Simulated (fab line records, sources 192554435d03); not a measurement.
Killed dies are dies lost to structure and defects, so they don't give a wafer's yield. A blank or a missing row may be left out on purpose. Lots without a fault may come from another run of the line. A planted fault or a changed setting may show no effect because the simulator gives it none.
fab line records | flow n5_finfet | part 1 of 2: steps 1 to 18 of 26
record lots=5 wafers=15 last_day=18
route steps=1938 shown BEOL_M4@1063
lots that met no fault: from a run of the same line without faults
start_h: hours from the record's first day to the start of the lot's first wafer shown | wait_h: hours since the lot's step before | " the same as in the row above | L1.1+2: a row that stands for several wafers | - no value, or no start given | * or withheld: withheld | < > ~ a bound
route shown NAME@n: a module of which the file shows steps, and the number in the route of the first | usual: mean/standard deviation of fault-free wafers | same: alike in all rows | chamber/n: place in a boat | sites: the reading at each site | _std_site: their standard deviation | _edge_site: outer sites' mean less inner sites' | radius_mm: how far each site lies from the wafer's centre | mask NAME#n: copy n | behind: the tool/chamber that last shaped the wafer | hold: why the lot was held/for how many hours/how that ended | device: the transistor (n, p or np) that didn't switch | end of line: the same wafers' tests at the end of the route | a step without rows: its recipe alone | killed: dies lost to structure and defects at the first sort, not the wafer's yield | map: a wafer's dies, x killed, . not, _ none there
set.NAME: the setting as run; set.NAME@STEP: as run at that earlier step | model.NAME: the simulator's own value behind a step, which no gauge read
lots at some steps of the route; a table a step, a row a wafer
services: from which hour (start_h, from the record's first day; less than 0 if before it) a tool's chamber was out of use, for how many hours, and why
## steps
# step N5_BEOL_M4_ETCHBACK_99
# recipe chemistry=CHF3 target=SiO2 target_depth_a=50 time_s=10.4 source_w=215 bias_w=47 Ar_flow_sccm=200 CHF3_flow_sccm=12 ion_energy_ev=100 pressure_mtorr=30
# usual bias_w=47.00/0.13 drypump_motor_current_A=5.9/0.37 oes_product_au=0.79/0.079 rf_fwd_power_W=212.8/0.78 rf_vpp_V=241.6/1.9 showerhead_plenum_p_Torr=2.18/0.1 throttle_valve_pct=17.00/0.16
# columns lot.wafer tool chamber start_h wait_h bias_w drypump_motor_current_A oes_product_au rf_fwd_power_W rf_hours_counter_h rf_vpp_V showerhead_plenum_p_Torr throttle_valve_pct
L075.2 rie_diel-02 3 181.48 5.2 47.20 5.9 0.73 213.0 187 240.9 2.22 16.87
L075.3 " 0 " " 47.13 5.3 0.86 213.0 37 238.8 2.28 16.76
L075.6 " 1 " " 47.02 5.5 0.82 212.1 - 243.8 2.28 17.02
L080.3 rie_diel-05 1 225.77 15.1 47.16 5.4 0.75 212.9 151 241.1 1.98 17.24
L080.4 " 3 " " 46.80 6.3 0.69 212.9 252 240.5 2.20 17.31
L080.5 " 2 " " 47.09 5.8 0.89 211.3 - 245.0 2.30 16.96
L082.3 rie_diel-05 2 233.47 11.4 46.94 5.8 0.87 212.7 30 243.7 2.30 16.96
L082.4 " 0 " " 46.88 5.5 0.74 213.6 - 244.2 2.22 16.93
L082.5 " 1 " " 47.10 5.4 0.75 212.9 - 241.0 1.98 17.25
L088.3 rie_diel-05 2 267.06 17.3 47.00 5.8 0.86 212.2 43 243.2 2.29 17.02
L088.4 " 0 " " 47.03 5.6 0.73 213.0 193 242.8 2.22 16.95
L088.6 " 0 " " 47.12 5.5 0.74 212.5 - 243.2 2.22 16.95
L094.3 rie_diel-02 1 301.12 5.3 47.06 5.5 0.76 212.6 128 244.3 2.26 17.11
L094.5 " 3 " " 47.01 5.9 0.70 215.7 - 240.2 2.20 16.95
L094.6 " 2 " " 46.99 6.4 0.92 213.4 - 243.5 2.10 16.83
# step N5_BEOL_M4_ETCH_70
# recipe chemistry=N2/H2 target=SOC target_depth_a=800 overetch_a=240 mask_material=SiARC temp_c=40 time_s=130 ion_energy_ev=200 pressure_mtorr=30 source_w=840 bias_w=150 n2_flow_sccm=200 h2_flow_sccm=200
# usual bias_w=150.0/0.47 drypump_motor_current_A=5.9/0.37 h2_flow_sccm=200.0/0.67 oes_product_au=0.58/0.055 rf_fwd_power_W=836.5/2.7 rf_vpp_V=525/3.3 showerhead_plenum_p_Torr=2.58/0.12 throttle_valve_pct=17.77/0.16
# columns lot.wafer tool chamber start_h wait_h bias_w drypump_motor_current_A h2_flow_sccm oes_product_au rf_fwd_power_W rf_hours_counter_h rf_vpp_V showerhead_plenum_p_Torr throttle_valve_pct
L075.2 rie_diel-02 3 181.52 0.0 150.0 5.9 199.2 0.54 843.1 187 527 2.64 17.74
L075.3 " 0 " " 150.3 5.3 200.8 0.62 836.9 37 529 2.70 17.56
L075.6 " 1 " " 149.9 5.5 200.1 0.60 838.8 - 529 2.68 17.68
L080.3 rie_diel-05 1 225.81 0.0 149.8 5.4 200.1 0.54 837.9 151 516 2.34 18.02
L080.4 " 3 " " 149.8 6.3 199.7 0.51 837.3 252 525 2.61 18.13
L080.5 " 2 " " 150.2 5.8 199.6 0.65 834.2 - 528 2.71 17.65
L082.3 rie_diel-05 2 233.50 0.0 149.6 5.8 199.9 0.64 833.1 30 529 2.71 17.65
L082.4 " 0 " " 151.8 5.5 200.8 0.55 836.7 - 526 2.64 17.67
L082.5 " 1 " " 149.8 5.4 200.0 0.55 838.5 - 517 2.34 18.03
L088.3 rie_diel-05 2 267.10 0.0 151.1 5.8 199.8 0.63 837.5 43 528 2.70 17.67
L088.4 " 0 " " 149.8 5.5 199.5 0.54 835.8 193 527 2.63 17.66
L088.6 " 0 " " 149.9 5.6 200.5 0.54 837.7 - 527 2.63 17.68
L094.3 rie_diel-02 1 301.15 0.0 150.1 5.5 199.8 0.57 833.9 128 526 2.66 17.76
L094.5 " 3 " " 150.2 5.9 200.1 0.53 836.7 - 527 2.62 17.82
L094.6 " 2 " " 149.8 6.4 199.3 0.67 832.8 - 522 2.49 17.72
# step N5_BEOL_M4_STRIP_71
# recipe chemistry=N2/H2 temp_c=40 n2_flow_sccm=200 h2_flow_sccm=200 rf_frequency_hz=6e+07
# columns lot.wafer tool chamber start_h wait_h
L075.2+3+6 rie_diel-02 3,0,1 181.61 0.0
L080.3+4+5 rie_diel-05 1,3,2 225.89 0.0
L082.3+4+5 rie_diel-05 2,0,1 233.59 0.0
L088.3+4+6 rie_diel-05 2,0,0 267.18 0.0
L094.3+5+6 rie_diel-02 1,3,2 301.24 0.0
# step N5_BEOL_M4_STRIP_78
# recipe chemistry=N2/H2 temp_c=40 n2_flow_sccm=200 h2_flow_sccm=200 rf_frequency_hz=6e+07
# columns lot.wafer tool chamber start_h wait_h
L075.2+3+6 rie_diel-02 3,0,1 181.62 0.0
L080.3+4+5 rie_diel-05 1,3,2 225.90 0.0
L082.3+4+5 rie_diel-05 2,0,1 233.60 0.0
L088.3+4+6 rie_diel-05 2,0,0 267.19 0.0
L094.3+5+6 rie_diel-02 1,3,2 301.25 0.0
# step N5_BEOL_M4_VIA_ETCH_34
# recipe chemistry=C4F6/O2 target_depth_a=694 mask_material=SOC pressure_mtorr=15 ion_energy_ev=250 taper_deg=4 time_s=65.9 source_w=350 bias_w=170 Ar_flow_sccm=300 C4F6_flow_sccm=10 O2_flow_sccm=10
# usual bias_w=170.0/0.51 drypump_motor_current_A=5.9/0.37 oes_product_au=0.79/0.079 rf_fwd_power_W=347.2/1.1 rf_vpp_V=668/4.8 showerhead_plenum_p_Torr=2.88/0.13 throttle_valve_pct=30.67/0.2
# columns lot.wafer tool chamber start_h wait_h bias_w drypump_motor_current_A oes_product_au rf_fwd_power_W rf_hours_counter_h rf_vpp_V showerhead_plenum_p_Torr throttle_valve_pct
L075.2 rie_diel-02 3 181.63 0.0 170.9 5.9 0.73 349.6 187 666 2.92 30.36
L075.3 " 0 " " 170.1 5.3 0.85 346.3 38 664 3.01 30.57
L075.6 " 1 " " 171.1 5.5 0.81 346.5 - 672 3.00 30.82
L080.3 rie_diel-05 1 225.91 0.0 169.5 5.4 0.73 347.3 151 666 2.63 30.99
L080.4 " 3 " " 169.6 6.3 0.69 347.6 252 664 2.91 30.92
L080.5 " 2 " " 169.8 5.8 0.89 348.5 - 673 3.03 30.68
L082.3 rie_diel-05 2 233.61 0.0 170.2 5.8 0.88 347.4 30 673 3.02 30.69
L082.4 " 0 " " 169.9 5.5 0.74 347.5 - 672 2.93 30.45
L082.5 " 1 " " 170.3 5.4 0.75 345.9 - 665 2.62 30.98
L088.3 rie_diel-05 2 267.20 0.0 169.2 5.8 0.86 346.6 43 675 3.02 30.72
L088.4 " 0 " " 169.5 5.5 0.73 347.2 193 672 2.93 30.46
L088.6 " 0 " " 169.9 5.6 0.73 347.8 - 673 2.93 30.47
L094.3 rie_diel-02 1 301.26 0.0 169.0 5.5 0.76 347.1 128 673 2.98 30.85
L094.5 " 3 " " 169.8 5.9 0.69 350.3 - 666 2.90 30.42
L094.6 " 2 " " 170.2 6.4 0.91 346.2 - 671 2.77 30.56
# step N5_BEOL_M4_STRIP_83
# recipe chemistry=C4F6/O2 resist=SiARC rf_frequency_hz=6e+07
# columns lot.wafer tool chamber start_h wait_h
L075.2+3+6 rie_diel-02 3,0,1 181.68 0.0
L080.3+4+5 rie_diel-05 1,3,2 225.97 0.0
L082.3+4+5 rie_diel-05 2,0,1 233.66 0.0
L088.3+4+6 rie_diel-05 2,0,0 267.25 0.0
L094.3+5+6 rie_diel-02 1,3,2 301.31 0.0
# step N5_BEOL_M4_STRIP_36
# recipe chemistry=N2/H2 power_w=450 temp_c=40 pressure_mtorr=20 rf_frequency_hz=6e+07 overash_fraction=0.3 bias_power_w=7 h2_frac=0.5 n2_flow_sccm=200 h2_flow_sccm=200
# usual drypump_motor_current_A=5.9/0.38 h2_flow_sccm=200.0/0.61 oes_product_au=0.79/0.079 rf_vpp_V=59.4/1.5 showerhead_plenum_p_Torr=2.58/0.12 throttle_valve_pct=23.61/0.18
# columns lot.wafer tool chamber start_h wait_h drypump_motor_current_A h2_flow_sccm oes_product_au rf_hours_counter_h rf_vpp_V showerhead_plenum_p_Torr throttle_valve_pct
L075.2 rie_diel-02 3 181.69 0.0 5.9 198.6 0.72 187 60.1 2.63 23.60
L075.3 " 0 " " 5.3 199.6 0.86 38 61.4 2.70 23.51
L075.6 " 1 " " 5.5 200.2 0.82 - 58.8 2.67 23.47
L080.3 rie_diel-05 1 225.98 0.0 5.5 200.3 0.75 151 58.5 2.33 23.86
L080.4 " 3 " " 6.3 200.5 0.69 252 60.8 2.61 24.00
L080.5 " 2 " " 5.8 199.5 0.89 - 60.3 2.71 23.44
L082.3 rie_diel-05 2 233.67 0.0 5.8 199.1 0.89 30 59.4 2.70 23.46
L082.4 " 0 " " 5.5 199.5 0.73 - 58.8 2.63 23.40
L082.5 " 1 " " 5.4 199.6 0.73 - 57.0 2.33 23.87
L088.3 rie_diel-05 2 267.26 0.0 5.8 200.8 0.87 43 60.5 2.70 23.45
L088.4 " 0 " " 5.5 200.2 0.72 193 61.4 2.63 23.39
L088.6 " 0 " " 5.5 200.0 0.72 - 59.5 2.63 23.41
L094.3 rie_diel-02 1 301.32 0.0 5.5 199.5 0.77 128 58.3 2.65 23.52
L094.5 " 3 " " 5.9 199.6 0.69 - 58.8 2.62 23.65
L094.6 " 2 " " 6.4 200.1 0.91 - 59.9 2.49 23.66
# step N5_BEOL_M4_TRENCH_ETCH_37
# recipe chemistry=C4F6/O2 target_depth_a=555.55 target=SiOC time_s=29.2 ion_energy_ev=250 pressure_mtorr=30 source_w=355 bias_w=185 Ar_flow_sccm=300 C4F6_flow_sccm=10 O2_flow_sccm=10
# usual bias_w=185.0/0.55 drypump_motor_current_A=5.9/0.37 oes_product_au=0.79/0.079 rf_fwd_power_W=350.5/1.5 rf_vpp_V=668/4.7 showerhead_plenum_p_Torr=2.88/0.13 throttle_valve_pct=20.78/0.17
# columns lot.wafer tool chamber start_h wait_h bias_w drypump_motor_current_A oes_product_au rf_fwd_power_W rf_hours_counter_h rf_vpp_V showerhead_plenum_p_Torr throttle_valve_pct
L075.2 rie_diel-02 3 - - 185.7 5.9 0.73 352.3 187 665 2.93 20.57
L075.3 " 0 " " 185.3 5.3 0.86 350.1 38 666 3.01 20.59
L075.6 " 1 " " 184.3 5.5 0.81 349.5 - 674 3.01 20.84
L080.3 rie_diel-05 1 - - 185.4 5.4 0.74 348.9 151 664 2.63 21.05
L080.4 " 3 " " 184.1 6.3 0.70 352.4 252 664 2.91 21.08
L080.5 " 2 " " 184.8 5.8 0.90 349.9 - 674 3.03 20.79
L082.3 rie_diel-05 2 - - 185.1 5.8 0.89 348.5 30 673 3.03 20.81
L082.4 " 0 " " 184.9 5.5 0.74 352.2 - 672 2.94 20.66
L082.5 " 1 " " 185.4 5.4 0.75 349.2 - 665 2.63 21.05
L088.3 rie_diel-05 2 - - 185.9 5.8 0.87 350.0 43 673 3.02 20.82
L088.4 " 0 " " 185.2 5.5 0.73 353.3 193 673 2.93 20.68
L088.6 " 0 " " 185.4 5.5 0.73 354.0 - 672 2.93 20.67
L094.3 rie_diel-02 1 - - 185.8 5.5 0.76 351.4 128 674 2.98 20.90
L094.5 " 3 " " 184.4 5.9 0.70 351.9 - 665 2.91 20.65
L094.6 " 2 " " 184.9 6.4 0.90 347.5 - 672 2.78 20.63
# step N5_BEOL_M4_ETCH_41
# recipe chemistry=CH3F/O2 target=SiCN target_depth_a=299 taper_deg=2 time_s=52.5 ion_energy_ev=120 mask_material=TiN pressure_mtorr=30 source_w=395 bias_w=75 Ar_flow_sccm=150 CH3F_flow_sccm=30 O2_flow_sccm=20
# usual bias_w=74.97/0.2 drypump_motor_current_A=5.9/0.37 oes_product_au=0.79/0.079 rf_fwd_power_W=391.4/1.4 rf_vpp_V=297.8/2.1 showerhead_plenum_p_Torr=2.03/0.093 throttle_valve_pct=16.25/0.16
# columns lot.wafer tool chamber start_h wait_h bias_w drypump_motor_current_A oes_product_au rf_fwd_power_W rf_hours_counter_h rf_vpp_V showerhead_plenum_p_Torr throttle_valve_pct
L075.2 rie_diel-02 3 - - 75.17 5.9 0.73 390.9 187 299.8 2.06 16.12
L075.3 " 0 " " 75.07 5.3 0.85 391.3 38 301.8 2.12 15.99
L075.6 " 1 " " 74.33 5.5 0.81 391.3 - 299.4 2.11 16.26
L080.3 rie_diel-05 1 - - 74.91 5.4 0.75 390.2 151 293.6 1.84 16.49
L080.4 " 3 " " 74.71 6.3 0.68 392.9 252 299.8 2.05 16.58
L080.5 " 2 " " 75.05 5.8 0.89 388.4 - 300.5 2.13 16.18
L082.3 rie_diel-05 2 - - 75.23 5.8 0.88 391.5 30 299.6 2.13 16.19
L082.4 " 0 " " 74.75 5.5 0.74 391.7 - 299.1 2.07 16.20
L082.5 " 1 " " 75.02 5.4 0.74 392.0 - 292.8 1.84 16.50
L088.3 rie_diel-05 2 - - 75.01 5.8 0.85 388.9 43 299.9 2.13 16.23
L088.4 " 0 " " 75.36 5.5 0.73 393.0 193 298.7 2.06 16.22
L088.6 " 0 " " 75.01 5.5 0.73 392.3 - 298.2 2.06 16.20
L094.3 rie_diel-02 1 - - 74.75 5.5 0.76 393.2 128 298.7 2.10 16.34
L094.5 " 3 " " 75.04 5.9 0.70 391.7 - 298.4 2.05 16.23
L094.6 " 2 " " 74.88 6.4 0.89 390.5 - 295.6 1.95 16.08
# step N5_BEOL_M4_STRIP_97
# recipe chemistry=N2/H2 time_s=10 power_w=450 temp_c=40 pressure_mtorr=20 rf_frequency_hz=6e+07 bias_power_w=7 n2_flow_sccm=200 h2_flow_sccm=200
# usual drypump_motor_current_A=5.9/0.37 h2_flow_sccm=200.0/0.58 oes_product_au=0.79/0.079 rf_vpp_V=59.3/0.87 showerhead_plenum_p_Torr=2.57/0.12 throttle_valve_pct=23.61/0.18
# columns lot.wafer tool chamber start_h wait_h drypump_motor_current_A h2_flow_sccm oes_product_au rf_hours_counter_h rf_vpp_V showerhead_plenum_p_Torr throttle_valve_pct
L075.2 rie_diel-02 3 - - 5.9 199.9 0.72 187 60.1 2.63 23.61
L075.3 " 0 " " 5.3 200.0 0.86 38 58.8 2.70 23.47
L075.6 " 1 " " 5.5 201.1 0.81 - 59.7 2.67 23.48
L080.3 rie_diel-05 1 - - 5.4 199.8 0.75 151 57.7 2.33 23.87
L080.4 " 3 " " 6.3 200.0 0.69 252 59.5 2.61 23.99
L080.5 " 2 " " 5.8 199.8 0.90 - 60.1 2.71 23.45
L082.3 rie_diel-05 2 - - 5.8 199.4 0.89 30 59.2 2.70 23.46
L082.4 " 0 " " 5.6 200.9 0.74 - 58.6 2.63 23.39
L082.5 " 1 " " 5.4 199.9 0.74 - 60.1 2.33 23.89
L088.3 rie_diel-05 2 - - 5.8 199.2 0.86 43 60.2 2.70 23.47
L088.4 " 0 " " 5.5 200.4 0.73 193 59.7 2.63 23.41
L088.6 " 0 " " 5.5 200.5 0.73 - 61.0 2.63 23.42
L094.3 rie_diel-02 1 - - 5.5 199.0 0.77 128 59.3 2.65 23.54
L094.5 " 3 " " 5.9 200.0 0.69 - 60.1 2.62 23.65
L094.6 " 2 " " 6.4 199.5 0.91 - 58.9 2.49 23.68
# step N5_BEOL_M4_OCD_MEAS_38
# usual trench_depth_nm=55.5/0.84
# columns lot.wafer tool chamber start_h wait_h trench_depth_nm
L075.2 ocd-01 - 181.88 - 54.3
L075.3 " - " " 56.4
L075.6 " - " " 54.8
L080.3 ocd-02 - 226.17 - 55.4
L080.4 " - " " 55.1
L080.5 " - " " 55.7
L082.3 ocd-01 - 233.86 - 56.2
L082.4 " - " " 54.5
L082.5 " - " " 55.4
L088.3 ocd-02 - 267.46 - 55.8
L088.4 " - " " 55.3
L088.6 " - " " 54.3
L094.3 ocd-01 - 301.51 - 54.4
L094.5 " - " " 54.5
L094.6 " - " " 56.2
# step N5_BEOL_M4_HM_STRIP_39
# recipe chemistry=peroxide_tin_strip material=TiN target_depth_a=250 temp_c=50 time_s=158
# columns lot.wafer tool chamber start_h wait_h
L075.2+3+6 wet_bench-06 7,2,0 181.91 0.0
L080.3+4+5 wet_bench-05 1,0,2 226.20 0.0
L082.3+4+5 wet_bench-01 6,5,2 233.89 0.0
L088.3+4+6 wet_bench-05 0,5,3 267.49 0.0
L094.3+5+6 wet_bench-01 7,0,1 301.54 0.0
# step N5_BEOL_M4_SRD_40
# recipe time_s=30 temp_c=23 rinse_liquid=diw dry=ipa_marangoni
# columns lot.wafer tool chamber start_h wait_h
L075.2+3+6 wet_bench-06 7,2,0 181.96 0.0
L080.3+4+5 wet_bench-05 1,0,2 226.25 0.0
L082.3+4+5 wet_bench-01 6,5,2 233.94 0.0
L088.3+4+6 wet_bench-05 0,5,3 267.54 0.0
L094.3+5+6 wet_bench-01 7,0,1 301.59 0.0
# step N5_BEOL_M4_PRECLEAN_42
# recipe chemistry=residue_remover time_s=60 temp_c=40
# columns lot.wafer tool chamber start_h wait_h
L075.2+3+6 wet_bench-06 7,2,0 181.97 0.0
L080.3+4+5 wet_bench-05 1,0,2 226.26 0.0
L082.3+4+5 wet_bench-01 6,5,2 233.96 0.0
L088.3+4+6 wet_bench-05 0,5,3 267.55 0.0
L094.3+5+6 wet_bench-01 7,0,1 301.61 0.0
# step N5_BEOL_M4_SRD_43
# recipe time_s=30 temp_c=23 rinse_liquid=diw dry=ipa_marangoni
# columns lot.wafer tool chamber start_h wait_h
L075.2+3+6 wet_bench-06 7,2,0 181.99 0.0
L080.3+4+5 wet_bench-05 1,0,2 226.28 0.0
L082.3+4+5 wet_bench-01 6,5,2 233.97 0.0
L088.3+4+6 wet_bench-05 0,5,3 267.57 0.0
L094.3+5+6 wet_bench-01 7,0,1 301.63 0.0
# step N5_BEOL_M4_CD_MEAS_35
# recipe target_cd_nm=18 target_cd_y_nm=22.4 polarity=opening
# usual cd_nm=17.94/0.27
# columns lot.wafer tool chamber start_h wait_h cd_nm
L075.2 cd_sem-01 - 182.03 0.0 18.18
L075.3 " - " " 18.05
L075.6 " - " " 17.99
L080.3 cd_sem-03 - 226.33 0.0 17.68
L080.4 " - " " 17.96
L080.5 " - " " 18.19
L082.3 cd_sem-01 - 234.02 0.0 17.76
L082.4 " - " " 17.97
L082.5 " - " " 17.95
L088.3 cd_sem-02 - 267.61 0.0 18.23
L088.4 " - " " 18.35
L088.6 " - " " 18.13
L094.3 cd_sem-01 - 301.68 0.0 17.65
L094.5 " - " " 18.03
L094.6 " - " " 17.88
# step N5_BEOL_M4_DEGAS_44
# recipe ambient=vacuum temp_c=250 time_s=60
# usual heater_power_w=331/35 susceptor_temp_C=249.99/0.16
# columns lot.wafer tool chamber start_h wait_h heater_power_w susceptor_temp_C
L075.2 pvd_sputter-02 - 182.94 0.9 324 249.95
L075.3 " - " " 301 250.07
L075.6 " - " " 301 249.95
L080.3 pvd_sputter-02 - 226.86 0.5 322 250.18
L080.4 " - " " 401 250.12
L080.5 " - " " 299 249.75
L082.3 pvd_sputter-03 - 234.30 0.3 356 250.16
L082.4 " - " " 297 250.22
L082.5 " - " " 304 249.74
L088.3 pvd_sputter-01 - 268.18 0.6 318 250.21
L088.4 " - " " 365 249.56
L088.6 " - " " 369 249.68
L094.3 pvd_sputter-02 - 301.84 0.2 402 249.86
L094.5 " - " " 294 249.80
L094.6 " - " " 318 249.93
# step N5_BEOL_M4_PRE_CLEAN_45
# recipe gas=H2/He time_s=30 temp_c=250
# usual heater_power_w=331/34 susceptor_temp_C=250.01/0.17
# columns lot.wafer tool chamber start_h wait_h heater_power_w susceptor_temp_C
L075.2 pvd_sputter-02 - 182.98 0.0 318 249.98
L075.3 " - " " 299 250.24
L075.6 " - " " 289 249.86
L080.3 pvd_sputter-02 - 226.90 0.0 316 249.97
L080.4 " - " " 394 250.24
L080.5 " - " " 301 250.36
L082.3 pvd_sputter-03 - 234.34 0.0 353 249.64
L082.4 " - " " 305 250.14
L082.5 " - " " 307 250.25
L088.3 pvd_sputter-01 - 268.22 0.0 313 250.17
L088.4 " - " " 364 249.97
L088.6 " - " " 359 250.04
L094.3 pvd_sputter-02 - 301.88 0.0 393 249.88
L094.5 " - " " 296 249.93
L094.6 " - " " 322 250.09
